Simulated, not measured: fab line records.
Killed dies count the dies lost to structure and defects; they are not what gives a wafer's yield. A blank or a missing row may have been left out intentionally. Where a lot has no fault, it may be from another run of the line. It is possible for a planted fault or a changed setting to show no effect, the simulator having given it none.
fab line records	flow nand_harc
[record] lots = 12	wafers = 36	last_day = 31
route steps=1302 shown P_ZERO_WELL@44 P_GATE@119
lots with no fault: from the same line, run without faults
start_h: start of the lot's first displayed wafer, in hours after the record's first day	wait_h: how many hours have passed since the lot's step before this one	" identical to the entry in the row above	L1.1+2: a row that stands for several wafers	- no value present, or no start provided	* or withheld: withheld	< > ~ a bound
route shown NAME@n: a module of which the file shows steps, and the number in the route of the first	usual: average and standard deviation across the fault-free wafers	same: alike in all rows	chamber/n: place in a boat	sites: the reading at each site	_std_site: the standard deviation of these	_edge_site: the outer-site mean with the inner-site mean subtracted	radius_mm: for every site, how far away it sits from the centre of the wafer	mask NAME#n: copy n	behind: the tool/chamber that last shaped the wafer	hold: the reason the lot was held/the length of the hold in hours/how it ended	device: the n, p or np transistor that did not switch	end of line: tests of these same wafers at the route's end	where a step has no rows: the recipe by itself	killed: dies that structure and defects cost at the first sort, which is not the same as the wafer's yield	map: dies across one wafer; x = killed, . = not, _ = none there
set.NAME: the run value of the setting; set.NAME@STEP: its run value at that earlier step	model.NAME: the simulator's own value behind a step, which no gauge read
one table for each step of the route and one row for each wafer, over a sample of lots
services: from which hour (start_h, from the record's first day; less than 0 if before it) a tool's chamber was out of use, for how many hours, and why
[[steps]]
[step NHARC_P_ZERO_WELL_CD_MEAS_37]
[recipe] target_cd_nm = 720	landing_energy_ev = 500
[usual] cd_nm = 719.6/1.6
lot.wafer	tool	chamber	start_h	wait_h	cd_nm
L979.3	cd_sem-01	0	25.99	-	717.9
L979.4	"	0	"	"	719.9
L979.6	"	0	"	"	719.3
L980.1	cd_sem-02	0	34.17	-	718.9
L980.2	"	0	"	"	718.9
L980.4	"	0	"	"	720.1
L981.2	cd_sem-02	0	44.12	-	719.4
L981.4	"	0	"	"	718.3
L981.5	"	0	"	"	720.4
L982.1	cd_sem-01	0	54.35	-	718.3
L982.5	"	0	"	"	719.6
L982.6	"	0	"	"	719.1
L983.1	cd_sem-02	0	64.08	-	722.7
L983.4	"	0	"	"	722.7
L983.6	"	0	"	"	721.2
L985.3	cd_sem-03	0	84.11	-	719.6
L985.5	"	0	"	"	717.6
L985.6	"	0	"	"	721.3
L987.2	cd_sem-02	0	104.05	-	719.3
L987.4	"	0	"	"	720.2
L987.5	"	0	"	"	719.8
L988.2	cd_sem-01	0	115.44	-	720.2
L988.4	"	0	"	"	719.0
L988.6	"	0	"	"	721.7
L989.1	cd_sem-01	0	124.17	-	721.6
L989.2	"	0	"	"	719.8
L989.4	"	0	"	"	718.3
L993.2	cd_sem-01	0	165.42	-	718.3
L993.4	"	0	"	"	723.7
L993.5	"	0	"	"	721.4
L995.1	cd_sem-03	0	184.12	-	722.1
L995.5	"	0	"	"	719.3
L995.6	"	0	"	"	718.4
L998.1	cd_sem-01	0	214.16	-	719.5
L998.2	"	0	"	"	719.2
L998.4	"	0	"	"	716.5
[step NHARC_P_GATE_EXPOSE_08]
[recipe] na = 0.6	dose_mj = 16.75	mask_id = P_HV
[usual] exposure_dose_mJ_cm2 = 16.753/0.018	stage_vel_mm_s = 499.96/0.26
lot.wafer	tool	chamber	start_h	wait_h	mask	exposure_dose_mJ_cm2	stage_vel_mm_s
L979.3	krf_scanner-03	0	82.95	-	P_HV#0	16.743	499.85
L979.4	"	0	"	"	P_HV#0	16.718	500.22
L979.6	"	0	"	"	P_HV#0	16.769	499.82
L980.1	krf_scanner-02	0	88.32	-	P_HV#0	16.763	500.01
L980.2	"	0	"	"	P_HV#0	16.757	499.66
L980.4	"	0	"	"	P_HV#0	16.750	500.02
L981.2	krf_scanner-02	0	100.24	-	P_HV#0	16.749	500.12
L981.4	"	0	"	"	P_HV#0	16.764	499.97
L981.5	"	0	"	"	P_HV#0	16.745	499.93
L982.1	krf_scanner-03	0	114.44	-	P_HV#0	16.757	499.52
L982.5	"	0	"	"	P_HV#0	16.726	499.39
L982.6	"	0	"	"	P_HV#0	16.721	499.01
L983.1	krf_scanner-03	0	118.56	-	P_HV#0	16.756	499.75
L983.4	"	0	"	"	P_HV#0	16.762	499.77
L983.6	"	0	"	"	P_HV#0	16.745	499.69
L985.3	krf_scanner-03	0	141.63	-	P_HV#0	16.737	500.05
L985.5	"	0	"	"	P_HV#0	16.753	500.32
L985.6	"	0	"	"	P_HV#0	16.774	500.25
L987.2	krf_scanner-01	0	169.63	-	P_HV#0	16.744	500.27
L987.4	"	0	"	"	P_HV#0	16.773	500.27
L987.5	"	0	"	"	P_HV#0	16.768	500.25
L988.2	krf_scanner-02	0	175.14	-	P_HV#0	16.753	499.97
L988.4	"	0	"	"	P_HV#0	16.749	500.17
L988.6	"	0	"	"	P_HV#0	16.747	499.68
L989.1	krf_scanner-01	0	188.01	-	P_HV#0	16.753	499.60
L989.2	"	0	"	"	P_HV#0	16.739	499.85
L989.4	"	0	"	"	P_HV#0	16.732	500.23
L993.2	krf_scanner-02	0	225.03	-	P_HV#0	16.318	499.90
L993.4	"	0	"	"	P_HV#0	16.319	499.78
L993.5	"	0	"	"	P_HV#0	16.320	499.73
L995.1	krf_scanner-02	0	251.36	-	P_HV#0	16.331	499.73
L995.5	"	0	"	"	P_HV#0	16.330	500.18
L995.6	"	0	"	"	P_HV#0	16.330	500.24
L998.1	krf_scanner-03	0	267.78	-	P_HV#0	16.747	499.79
L998.2	"	0	"	"	P_HV#0	16.759	500.23
L998.4	"	0	"	"	P_HV#0	16.759	499.96
[step NHARC_P_GATE_HM_DEP_102]
[recipe] target_thk_a = 1200	temp_c = 400	material = aC
[usual] susceptor_temp_C = 400.01/0.23	throttle_valve_pct = 35.001/0.0093
lot.wafer	tool	chamber	start_h	wait_h	susceptor_temp_C	throttle_valve_pct
L979.3	acl_dep-01	0	96.08	0.6	-	35.000
L979.4	"	0	"	"	-	34.986
L979.6	"	0	"	"	-	35.004
L980.1	acl_dep-03	0	101.84	0.7	399.96	35.004
L980.2	"	0	"	"	399.98	35.002
L980.4	"	0	"	"	399.80	34.990
L981.2	acl_dep-03	0	114.08	0.5	-	35.009
L981.4	"	0	"	"	-	35.010
L981.5	"	0	"	"	-	34.995
L982.1	acl_dep-02	0	131.55	4.9	-	34.995
L982.5	"	0	"	"	-	35.002
L982.6	"	0	"	"	-	35.017
L983.1	acl_dep-02	0	135.95	3.7	399.96	35.024
L983.4	"	0	"	"	399.98	34.984
L983.6	"	0	"	"	399.95	34.994
L985.3	acl_dep-02	0	155.31	1.0	-	35.009
L985.5	"	0	"	"	-	34.997
L985.6	"	0	"	"	-	35.011
L987.2	acl_dep-01	0	183.84	1.9	-	34.985
L987.4	"	0	"	"	-	35.006
L987.5	"	0	"	"	-	35.000
L988.2	acl_dep-02	0	188.32	0.5	399.72	34.995
L988.4	"	0	"	"	399.71	35.008
L988.6	"	0	"	"	399.49	35.009
L989.1	acl_dep-02	0	201.61	1.4	400.11	35.002
L989.2	"	0	"	"	400.24	34.994
L989.4	"	0	"	"	400.10	34.986
L993.2	acl_dep-01	0	239.81	0.5	400.12	35.005
L993.4	"	0	"	"	399.92	34.998
L993.5	"	0	"	"	399.81	35.015
L995.1	acl_dep-01	0	267.18	3.8	399.77	35.027
L995.5	"	0	"	"	400.03	35.007
L995.6	"	0	"	"	399.90	35.004
L998.1	acl_dep-01	0	280.35	0.4	-	35.002
L998.2	"	0	"	"	-	34.992
L998.4	"	0	"	"	-	35.012
[step NHARC_P_GATE_DESCUM_48]
[recipe] time_s = 3	o2_flow_sccm = 200	ar_flow_sccm = 0	bias_power_w = 0	chemistry = O2
[usual] chamber_pressure_mTorr = 60.00/0.052	drypump_motor_current_A = 5.8/0.37	oes_product_au = 1.001/0.0096	rf_vpp_V = 57.9/0.93	showerhead_plenum_p_Torr = 1.92/0.064	throttle_valve_pct = 11.312/0.0092
lot.wafer	tool	chamber	start_h	wait_h	chamber_pressure_mTorr	drypump_motor_current_A	oes_product_au	rf_hours_counter_h	rf_vpp_V	showerhead_plenum_p_Torr	throttle_valve_pct
L979.4	rie_diel-10	1	109.37	-	60.03	5.8	1.005	2	57.5	1.80	11.308
L979.3	"	2	"	"	60.02	5.3	1.009	2	58.4	1.92	11.325
L979.6	"	3	"	"	60.08	5.6	1.007	-	58.7	1.96	11.294
L980.1	rie_diel-01	1	115.23	-	60.04	6.3	0.991	4	59.4	1.85	11.302
L980.2	"	3	"	"	59.97	5.9	1.002	4	55.8	1.89	11.309
L980.4	"	0	"	"	59.98	6.0	0.994	-	57.4	1.94	11.304
L981.2	rie_diel-04	0	127.40	-	60.03	5.4	1.013	7	58.3	2.01	11.300
L981.4	"	2	"	"	60.03	5.0	0.993	5	57.1	2.01	11.301
L981.5	"	0	"	"	60.01	5.4	1.002	-	59.0	2.01	11.309
L982.1	rie_diel-10	2	145.11	-	59.97	5.3	1.019	4	59.4	1.92	11.310
L982.6	"	0	"	"	59.90	6.2	0.988	-	58.1	1.89	11.302
L982.5	"	1	"	"	59.99	5.8	1.006	-	57.7	1.80	11.306
L983.1	rie_diel-10	3	149.10	-	59.98	5.6	1.014	3	57.4	1.96	11.311
L983.4	"	0	"	"	60.07	6.2	0.980	3	58.0	1.89	11.310
L983.6	"	2	"	"	60.02	5.3	1.014	-	57.9	1.92	11.315
L985.3	rie_diel-04	0	168.51	-	60.06	5.4	0.998	8	58.8	2.01	11.296
L985.5	"	0	"	"	60.05	5.4	1.012	-	57.2	2.01	11.310
L985.6	"	1	"	"	59.97	5.7	1.021	-	59.0	1.92	11.312
L987.4	rie_diel-10	3	197.19	-	59.93	5.6	1.006	6	58.6	1.96	11.305
L987.2	"	0	"	"	59.91	6.3	0.990	7	59.4	1.89	11.297
L987.5	"	0	"	"	60.02	6.2	0.982	-	57.3	1.89	11.312
L988.4	rie_diel-01	0	201.65	-	60.03	6.0	0.989	9	57.2	1.94	11.318
L988.2	"	3	"	"	59.99	5.9	0.996	10	57.8	1.88	11.313
L988.6	"	0	"	"	60.10	6.0	1.005	-	58.5	1.94	11.300
L989.1	rie_diel-01	3	215.21	-	60.01	5.9	1.013	0	57.5	1.88	11.325
L989.2	"	1	"	"	59.91	6.3	0.994	0	56.5	1.85	11.311
L989.4	"	0	"	"	59.98	6.0	1.002	-	56.4	1.94	11.315
L993.4	rie_diel-10	0	255.05	-	59.88	6.2	1.006	0	57.6	1.89	11.307
L993.2	"	1	"	"	59.92	5.8	1.010	0	57.6	1.80	11.311
L993.5	"	0	"	"	59.96	6.2	1.007	-	57.5	1.89	11.326
L995.1	rie_diel-04	0	280.79	-	60.07	5.4	1.006	4	57.5	2.01	11.313
L995.5	"	1	"	"	60.05	5.7	0.989	-	56.3	1.92	11.298
L995.6	"	2	"	"	60.09	5.0	0.993	-	58.1	2.01	11.326
L998.2	rie_diel-01	0	295.99	-	60.03	6.1	1.002	3	56.9	1.94	11.311
L998.1	"	1	"	"	60.02	6.3	0.992	5	56.3	1.85	11.305
L998.4	"	2	"	"	59.95	5.5	1.009	5	58.2	1.89	11.301
[[services]]
tool	chamber	start_h	hours	kind
acl_dep-02	-	61.40	13.0	pm
rie_diel-10	-	65.50	9.0	pm
krf_scanner-02	-	75.36	1.2	repair
rie_diel-04	3	84.31	2.4	repair
rie_diel-10	2	89.69	7.9	repair
krf_scanner-02	-	94.00	4.0	pm
rie_diel-01	2	107.22	8.6	repair
krf_scanner-02	-	132.74	9.5	repair
rie_diel-10	0	151.10	4.5	repair
krf_scanner-03	-	153.32	1.1	repair
rie_diel-10	3	153.82	14.9	repair
rie_diel-10	1	168.31	2.1	repair
rie_diel-04	-	177.95	9.0	pm
acl_dep-01	-	188.35	13.0	pm
krf_scanner-03	-	190.00	3.3	repair
rie_diel-01	-	203.89	9.0	pm
krf_scanner-02	-	215.17	1.8	repair
krf_scanner-03	-	224.02	4.0	pm
krf_scanner-02	-	228.86	0.9	repair
acl_dep-02	-	242.40	13.0	pm
rie_diel-10	-	242.50	9.0	pm
krf_scanner-02	-	266.00	4.0	pm
rie_diel-10	3	269.82	7.9	repair
rie_diel-01	0	283.85	4.8	repair
[[key]]
[first_sign] step = NHARC_P_GATE_EXPOSE_08	reading = exposure_dose_mJ_cm2	direction = down	sigmas = 24	usual = 16.753	struck = 16.325
effect none on later readings
met_at NHARC_P_GATE_EXPOSE_08
struck_lots L993,L995
tester_left_out L993,L995
not_acting_at NHARC_P_ZERO_WELL_CD_MEAS_37,NHARC_P_GATE_HM_DEP_102,NHARC_P_GATE_DESCUM_48
onset_between 175.14 225.03
[fault] kind = process_parameter_drift	tool = krf_scanner-02	chamber = -	onset_h = 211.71	steps = NHARC_P_GATE_EXPOSE_08	channel = dose_mj	offset = -0.41601	shape = step	acts_in = these_recipes_only	stated = 16.75
// tester_left_out: of these lots the tester's yield and bins aren't shown, on N5 and GAA mostly nor the transistor test; their killed dies are dies lost to structure and defects alone, not to doping, threshold or leakage, so they don't give the yield
